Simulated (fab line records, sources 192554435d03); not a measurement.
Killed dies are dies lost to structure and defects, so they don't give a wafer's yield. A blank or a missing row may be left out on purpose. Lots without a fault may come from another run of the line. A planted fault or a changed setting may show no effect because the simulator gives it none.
fab line records | flow n5_finfet
record lots=4 wafers=12 last_day=18
route steps=1938 shown BEOL_M4@1096 BEOL_M5@1112 PASSIVATION@1936
lots that met no fault: from a run of the same line without faults
start_h: hours from the record's first day to the start of the lot's first wafer shown | wait_h: hours since the lot's step before | " the same as in the row above | L1.1+2: a row that stands for several wafers | - no value, or no start given | * or withheld: withheld | < > ~ a bound
route shown NAME@n: a module of which the file shows steps, and the number in the route of the first | usual: mean/standard deviation of fault-free wafers | same: alike in all rows | chamber/n: place in a boat | sites: the reading at each site | _std_site: their standard deviation | _edge_site: outer sites' mean less inner sites' | radius_mm: how far each site lies from the wafer's centre | mask NAME#n: copy n | behind: the tool/chamber that last shaped the wafer | hold: why the lot was held/for how many hours/how that ended | device: the transistor (n, p or np) that didn't switch | end of line: the same wafers' tests at the end of the route | a step without rows: its recipe alone | killed: dies lost to structure and defects at the first sort, not the wafer's yield | map: a wafer's dies, x killed, . not, _ none there
set.NAME: the setting as run; set.NAME@STEP: as run at that earlier step | model.NAME: the simulator's own value behind a step, which no gauge read
lots at some steps of the route; a table a step, a row a wafer
services: from which hour (start_h, from the record's first day; less than 0 if before it) a tool's chamber was out of use, for how many hours, and why
## steps
# step N5_BEOL_M4_SPUTTER_92
# recipe material=Cu target_thk_a=45 temp_c=-20 chamber_pressure_pa=0.07 power_w=withheld time_s=8.29
# step N5_BEOL_M4_ANNEAL_93
# recipe temp_c=400 time_s=240 ambient=vacuum
# step N5_BEOL_M4_SPUTTER_94
# recipe material=Cu target_thk_a=45 temp_c=-20 chamber_pressure_pa=0.07 power_w=withheld time_s=8.29
# step N5_BEOL_M4_ANNEAL_95
# recipe temp_c=400 time_s=240 ambient=vacuum
# step N5_BEOL_M4_SPUTTER_96
# recipe material=Cu target_thk_a=45 temp_c=-20 chamber_pressure_pa=0.07 power_w=withheld time_s=8.29
# step N5_BEOL_M4_ECD_50
# recipe material=Cu target_thk_a=3000
# step N5_BEOL_M4_ANNEAL_51
# recipe temp_c=225 time_s=90 ambient=N2
# step N5_BEOL_M4_CMP_52
# recipe stop_on=SiOC t_overpolish_s=6.8 down_force_psi=1 platen_rpm=50 clearing_platen_down_force_psi=1.5 clearing_platen_rpm=50 post_cmp_clean=cu_alkaline target_thk_nm=40 clearing_platen_pad_velocity_m_s=0.99484 pad_velocity_m_s=0.99484
# step N5_BEOL_M4_PRE_CLEAN_60
# recipe gas=NH3/H2 time_s=15 temp_c=* rf_power_w=300
# step N5_BEOL_M4_CO_CAP_55
# recipe material=Co target_thk_a=20 temp_c=200 precursor=CCTBA/H2 pressure_torr=30 time_s=102.1
# step N5_BEOL_M4_PRE_CLEAN_56
# recipe gas=NH3 time_s=15 temp_c=withheld rf_power_w=300
# step N5_BEOL_M4_DEP_57
# recipe material=SiCN target_thk_a=80 temp_c=withheld precursor=3MS/NH3 pressure_torr=3 rf_w=202 time_s=14
# usual chamber_pressure_Torr=2.999/0.0064 showerhead_plenum_p_Torr=3.674/0.014 throttle_valve_pct=8.8/0.5
# columns lot.wafer tool chamber start_h wait_h chamber_pressure_Torr showerhead_plenum_p_Torr throttle_valve_pct
L992.1 pecvd-01 0 204.72 0.0 2.996 3.682 8.5
L992.2 " 1 " " 3.005 3.681 9.0
L992.6 " 1 " " 2.989 3.673 9.3
L999.2 pecvd-01 0 257.69 0.0 3.000 3.680 8.9
L999.3 " 2 " " 3.010 3.692 8.2
L999.6 " 2 " " 3.010 3.694 8.1
L100.2 pecvd-01 1 260.92 0.0 2.997 3.676 8.7
L100.5 " 2 " " 2.991 3.694 8.1
L100.6 " 0 " " 2.996 3.678 8.6
L109.2 pecvd-03 0 314.46 0.0 2.993 3.650 8.7
L109.4 " 2 " " 3.003 3.678 9.3
L109.6 " 1 " " 2.998 3.663 9.7
# step N5_BEOL_M4_INSPECT_59
# recipe inspect_instrument=darkfield mode=post_dep
# usual raw_defect_count=66/23
# columns lot.wafer tool chamber start_h wait_h raw_defect_count
L992.1 defect_inspect-01 - 204.81 0.0 37
L992.2 " - " " 51
L992.6 " - " " 59
L999.2 defect_inspect-02 - 257.79 0.0 692
L999.3 " - " " 34
L999.6 " - " " 46
L100.2 defect_inspect-02 - 261.02 0.0 66
L100.5 " - " " 105
L100.6 " - " " 788
L109.2 defect_inspect-02 - 314.55 0.0 61
L109.4 " - " " 88
L109.6 " - " " 110
# step N5_BEOL_M4_RC_MEAS_101
# usual DIBL_N=35.8/1.6 DIBL_P=36.0/1.9 IOFF_N=0.151/0.029 IOFF_P=0.21/0.037 ION_N=673/12 ION_P=463/7.3 SS_N=71.5/0.58 SS_P=73.2/0.61 VT_N=251/3.3 VT_P=-250/3.3
# columns lot.wafer tool chamber start_h wait_h DIBL_N[mV/V] DIBL_P[mV/V] IOFF_N[nA/um] IOFF_P[nA/um] ION_N[uA/um] ION_P[uA/um] SS_N[mV/dec] SS_P[mV/dec] VT_N[mV] VT_P[mV]
L992.1 prober-02 0 204.84 0.0 35.8 35.9 0.160 0.26 693 478 71.7 73.2 250 -243
L992.2 " 0 " " 36.1 35.9 0.161 0.25 673 470 71.5 73.3 250 -245
L992.6 " 0 " " 36.8 37.5 0.185 0.28 682 469 71.8 73.3 247 -244
L999.2 prober-02 0 257.97 0.2 35.4 38.0 0.155 0.22 669 461 71.7 73.2 247 -250
L999.3 " 0 " " 36.2 38.5 0.166 0.25 691 477 71.5 73.3 249 -246
L999.6 " 0 " " 32.9 35.1 0.110 0.20 653 464 70.5 72.9 256 -249
L100.2 prober-02 0 261.20 0.2 35.5 34.8 0.130 0.18 666 460 71.4 72.2 254 -253
L100.5 " 0 " " 37.9 37.1 0.165 0.21 673 459 71.2 73.7 249 -253
L100.6 " 0 " " 34.9 33.7 0.116 0.16 662 454 70.8 72.5 256 -257
L109.2 prober-01 0 314.73 0.2 34.0 34.4 0.113 0.19 654 457 71.1 73.3 256 -252
L109.4 " 0 " " 33.1 34.0 0.114 0.18 671 471 70.7 72.3 258 -251
L109.6 " 0 " " 31.8 32.0 0.099 0.15 664 463 71.3 72.2 257 -252
# step N5_BEOL_M5_ILD_DEP_00
# recipe material=SiCOH_lowk target_thk_a=1406.4 temp_c=300 precursor=DEMS/porogen pressure_torr=5 rf_w=500 time_s=25.9
# step N5_BEOL_M5_CURE_79
# recipe temp_c=385 time_s=240 ambient=He/Ar material=SiCOH_lowk
# step N5_BEOL_M5_PECVD_70
# recipe material=SiO2 target_thk_a=160 temp_c=400 precursor=TEOS/O2 pressure_torr=5.5 rf_w=450 teos_flow_sccm=53.8 gas=O2 flow_sccm=3000 time_s=18
# step N5_BEOL_M5_HM_DEP_02
# recipe material=TiN target_thk_a=200 temp_c=25 chamber_pressure_pa=0.49996
# step N5_BEOL_M5_COAT_59
# recipe resist=SOC temp_c=250 time_s=60 spin_rpm=1500 resist_thk_nm=60
# step N5_BEOL_M5_COAT_60
# recipe resist=SiARC temp_c=220 time_s=60 spin_rpm=1500 resist_thk_nm=12
# step N5_BEOL_M5_COAT_71
# recipe resist=underlayer temp_c=205 time_s=60 spin_rpm=1500 resist_thk_nm=5
# step N5_BEOL_M5_COAT_05
# recipe resist=CAR-EUV spin_rpm=1500 resist_thk_nm=30
# step N5_BEOL_M5_EBR_07
# recipe solvent=PGMEA ebr_width_mm=1.5
# step N5_BEOL_M5_SOFTBAKE_06
# recipe temp_c=110 time_s=60 resist=CAR-EUV
# step N5_BEOL_M5_EXPOSE_08
# recipe mask_id=M5 na=0.33 source_shape=annular sigma_inner=0.4 sigma_outer=0.8 polarization=unpolarized target_cd_nm=28 dose_mj=35.75
# step N5_BEOL_M5_PEB_09
# recipe peb_temp_c=100 peb_time_s=60 resist=CAR-EUV
# step N5_BEOL_M5_DEVELOP_10
# recipe develop_time_s=30 developer=TMAH resist=CAR-EUV rinse_liquid=surfactant_rinse dry=air_spin dev_temp_c=23
# step N5_BEOL_M5_INSPECT_13
# recipe mode=adi inspect_instrument=brightfield
# usual raw_defect_count=407/90
# columns lot.wafer tool chamber start_h wait_h raw_defect_count
L992.1 defect_inspect-01 - 207.00 0.1 332
L992.2 " - " " 307
L992.6 " - " " 444
L999.2 defect_inspect-01 - 261.54 0.0 1087
L999.3 " - " " 429
L999.6 " - " " 419
L100.2 defect_inspect-01 - 263.69 0.0 501
L100.5 " - " " 592
L100.6 " - " " 1152
L109.2 defect_inspect-02 - 318.18 0.0 476
L109.4 " - " " 359
L109.6 " - " " 495
# step N5_BEOL_M5_DESCUM_16
# recipe chemistry=O2 time_s=7 source_power_w=50 bias_power_w=20 pressure_mtorr=20 rf_frequency_hz=2.712e+07 temp_c=40 resist=CAR-EUV o2_flow_sccm=225
# step N5_PASSIVATION_PROBE_49
# usual defect_limited_yield=90.9/1.4 killed_at_M0_to_M3=37/12 killed_at_M4_up=14/5.3 killed_at_contacts=12/6.2 killed_at_front_end=41/11 killed_at_other=3.7/2.9 killed_dies=107/17 killed_on_rim=14/4.4 killed_open=71/12 killed_short=34/7.9 sort_bin_5_function=5.3/0.95 sort_bin_6_memory=3.4/0.7 sort_n_pass=1073/17 sort_yield_pct=90.9/1.5
# same gross_dies=1180 killed_at_back_side=0 sort_bin_4_leakage[%]=0 sort_bin_8_speed[%]=0
# columns lot.wafer tool chamber start_h wait_h defect_limited_yield[%] killed_at_M0_to_M3 killed_at_M4_up killed_at_contacts killed_at_front_end killed_at_other killed_dies killed_on_rim killed_open killed_short sort_bin_5_function[%] sort_bin_6_memory[%] sort_n_pass sort_yield_pct[%]
L992.1 prober-01 - 310.89 0.0 91.1 43 11 13 37 1 105 9 64 41 5.6 3.2 1075 91.1
L992.2 prober-01 - 310.94 0.1 91.2 30 20 9 40 5 104 12 64 38 4.7 3.9 1076 91.2
L992.6 prober-01 - 311.14 0.3 91.6 23 24 9 41 2 99 14 66 25 5.1 2.5 1081 91.6
L100.6 prober-02 - 366.91 0.3 84.2 45 89 11 33 8 186 33 78 37 9.1 4.0 994 84.2
L999.2 prober-01 - 369.50 0.5 85.0 41 92 2 38 4 177 35 69 32 8.1 4.4 1003 85.0
L999.3 prober-01 - 369.55 0.5 90.8 42 18 6 38 4 108 14 70 33 5.7 3.2 1072 90.8
L999.6 prober-01 - 369.70 0.7 91.1 30 24 5 43 3 105 8 65 39 5.4 3.2 1075 91.1
L109.2 prober-02 - 426.11 0.1 88.1 44 21 21 52 2 140 22 87 50 6.9 4.4 1040 88.1
L109.4 prober-02 - 426.21 0.2 90.6 32 9 6 59 5 111 17 65 44 4.6 4.7 1069 90.6
L109.6 prober-02 - 426.31 0.3 90.8 30 25 10 42 1 108 7 74 33 5.8 3.2 1072 90.8
# killed by level:class
L992.1 BEOL_M0_SAQP:geometric_particle:short=15 BEOL_M0_SAQP:geometric_particle:open=12 MOL_CONTACT_COAG:geometric_particle:open=11 FIN_SAQP:geometric_particle:open=9 STI_FIN_REVEAL:geometric_particle:open=9 BEOL_M1:geometric_particle:open=9 STARTING-WAFER:geometric_particle:short=5 FIN_SAQP:geometric_particle:short=4
L992.2 FIN_SAQP:geometric_particle:open=15 BEOL_M0_SAQP:geometric_particle:short=8 BEOL_M1:geometric_particle:open=7 MOL_CONTACT_COAG:geometric_particle:open=6 BEOL_M4:geometric_particle:open=6 FIN_SAQP:geometric_particle:short=5 BEOL_M0_SAQP:geometric_particle:open=5 STI_FIN_REVEAL:geometric_particle:open=4
L992.6 BEOL_M4:geometric_particle:open=14 STI_FIN_REVEAL:geometric_particle:open=11 FIN_SAQP:geometric_particle:open=7 MOL_CONTACT_COAG:geometric_particle:open=6 BEOL_M0_SAQP:geometric_particle:open=6 HKMG_FIN:area_etch=6 FIN_SAQP:geometric_particle:short=5 BEOL_M0_SAQP:geometric_particle:short=5
L100.6 BEOL_M4:unspecified=71 BEOL_M0:geometric_particle:open=10 MOL_CONTACT_COAG:geometric_particle:open=9 BEOL_M0_SAQP:geometric_particle:short=9 BEOL_M2:geometric_particle:open=8 BEOL_M4:geometric_particle:open=8 FIN_SAQP:geometric_particle:open=7 MIM_TOP:geometric_particle:open=5
L999.2 BEOL_M4:unspecified=72 FIN_SAQP:geometric_particle:open=17 BEOL_M0_SAQP:geometric_particle:short=14 BEOL_M0_SAQP:geometric_particle:open=12 BEOL_M4:geometric_particle:open=12 FIN_SAQP:geometric_particle:short=7 BEOL_M2:geometric_particle:open=7 GATE_CUT:geometric_particle:short=4
L999.3 FIN_SAQP:geometric_particle:open=12 BEOL_M4:geometric_particle:open=10 BEOL_M1:geometric_particle:open=10 BEOL_M0_SAQP:geometric_particle:open=9 FIN_SAQP:geometric_particle:short=8 BEOL_M0_SAQP:geometric_particle:short=7 BEOL_M2:geometric_particle:open=7 STI_FIN_REVEAL:geometric_particle:open=6
L999.6 FIN_SAQP:geometric_particle:short=14 BEOL_M2:geometric_particle:open=11 FIN_SAQP:geometric_particle:open=10 BEOL_M4:geometric_particle:open=9 BEOL_M0_SAQP:geometric_particle:short=8 BEOL_M8:geometric_particle:open=7 STI_FIN_REVEAL:geometric_particle:open=5 MOL_CONTACT_COAG:geometric_particle:open=4
L109.2 MOL_CONTACT_COAG:geometric_particle:open=16 BEOL_M4:geometric_particle:open=13 FIN_SAQP:geometric_particle:short=10 FIN_SAQP:geometric_particle:open=10 BEOL_M0_SAQP:geometric_particle:short=9 DUMMY_GATE:geometric_particle:open=8 BEOL_M2:geometric_particle:open=8 GATE_CUT:geometric_particle:short=7
L109.4 FIN_SAQP:geometric_particle:short=15 FIN_SAQP:geometric_particle:open=12 BEOL_M0_SAQP:geometric_particle:short=9 BEOL_M4:geometric_particle:open=7 STI_FIN_REVEAL:geometric_particle:open=6 DUMMY_GATE:geometric_particle:open=6 BEOL_M2:geometric_particle:open=4 BEOL_M0_SAQP:geometric_particle:open=4
L109.6 BEOL_M4:geometric_particle:open=14 BEOL_M0_SAQP:geometric_particle:open=11 BEOL_M0_SAQP:geometric_particle:short=11 FIN_SAQP:geometric_particle:open=9 MOL_CONTACT_COAG:geometric_particle:open=8 DUMMY_GATE:geometric_particle:open=5 GATE_CUT:geometric_particle:short=5 ILD0:geometric_particle:open=4
# map L999.2 (x killed, . not)
_________________.....x......________________
______________x............x...._____________
___________.........x......x.......__________
__________................x........._________
________.x........................x..._______
_______......................x........x______
______..............x.................x._____
_____..........x...........x...x.........____
____......x...............................___
___......xx......x..x........x...x..x......__
___.................x.......x......x.x.....__
__................x..............x.........._
__..............................x.....x....x_
_......x...........x.x.x.............xx....x.
_.............x..........x.x..x..............
_...x....xx..............................x...
_........x....x........x.....................
_......x...x...x............x................
_x................x..x..x..x...........x.....
_..........................x................x
_................x...x..x......x.............
__..x.x.x..x......x........x............x.x._
__.................x..x.............x......._
___.........x............x.........x.......__
___....x........x......x....x..............__
____....x....................x........x...___
_____......................x.x...........____
______x..............x....xx.xxxx..x...._____
_______..........x..x.x.x..xxxxxxxx.x..______
________................xxxxxxxxxx.xx._______
__________......x.....x.xxxxxxxxxxxx_________
___________..xx..x..x.xxxxxxxxxxxxx__________
______________..xx.x.xxxxxxxxxxx_____________
_________________x..x.xxxxxxx________________
# map L100.6 (x killed, . not)
_________________....x.....x.________________
______________.................._____________
___________....x...................__________
__________.........x..x..........x.._________
________.............................._______
_______.........xx..............x.xx...______
______.xx......x.....................x.._____
_____.................x........x.......x.____
____..x...x.x..............x.......xx.....___
___...............................xx.x.....__
___...x...x.........x...x...........x......__
__...............x...x....................x._
__......xx.......x.....x...........x........_
_.............x.......x....x................x
_.x...............x....x.......x..x.x........
_...x......x............................x....
_.x...............x.....x.....x........x.....
_....x....x.....x....x........x.x....xx......
_.......x.....xx..x.................x....x...
_.....x............................x.x.......
_x...x.x..x......x................x..x.......
__x...x...x........................x..x....._
__......x..x......x..x......x.............x._
___..............................x.xx......__
___...............x..............xx....x...__
____.x.....x....x...............x..x......___
_____.x......x..............x..........x.____
______...................xxxxxxx..x...x._____
_______.x..x.........xx..xxxxxxxxx.x...______
________................xxxxxxxxxx.x.._______
__________.x............xxxxxxxxxxxx_________
___________...........xxxxxxxxxxxxx__________
______________........xxxxxxxxxx_____________
_________________.....xxxxxxx________________
## services
# columns tool chamber start_h hours kind
pecvd-03 0 186.08 5.0 scheduled_down
pecvd-03 0 227.38 25.5 repair
pecvd-01 0 239.72 2.1 scheduled_down
pecvd-01 - 262.81 2.8 pm
pecvd-03 0 292.95 5.5 scheduled_down
## key
first_sign step=N5_BEOL_M4_INSPECT_59 reading=raw_defect_count direction=up sigmas=30 usual=66 struck=740
effect step=N5_BEOL_M5_INSPECT_13 reading=raw_defect_count direction=up sigmas=7.9 usual=407 struck=1120
effect step=N5_PASSIVATION_PROBE_49 reading=killed_at_M4_up direction=up sigmas=15 usual=14 struck=90
more_kills_born_at N5_BEOL_M4_DEP_57@pecvd-01=143
met_at N5_BEOL_M4_DEP_57
struck_wafers L999.2,L100.6
onset_between 204.72 257.69
fault kind=chamber_particle_source tool=pecvd-01 chamber=0 onset_h=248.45 steps=N5_BEOL_M4_DEP_57 rate_per_visit_cm2=1.0716 end_h=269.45
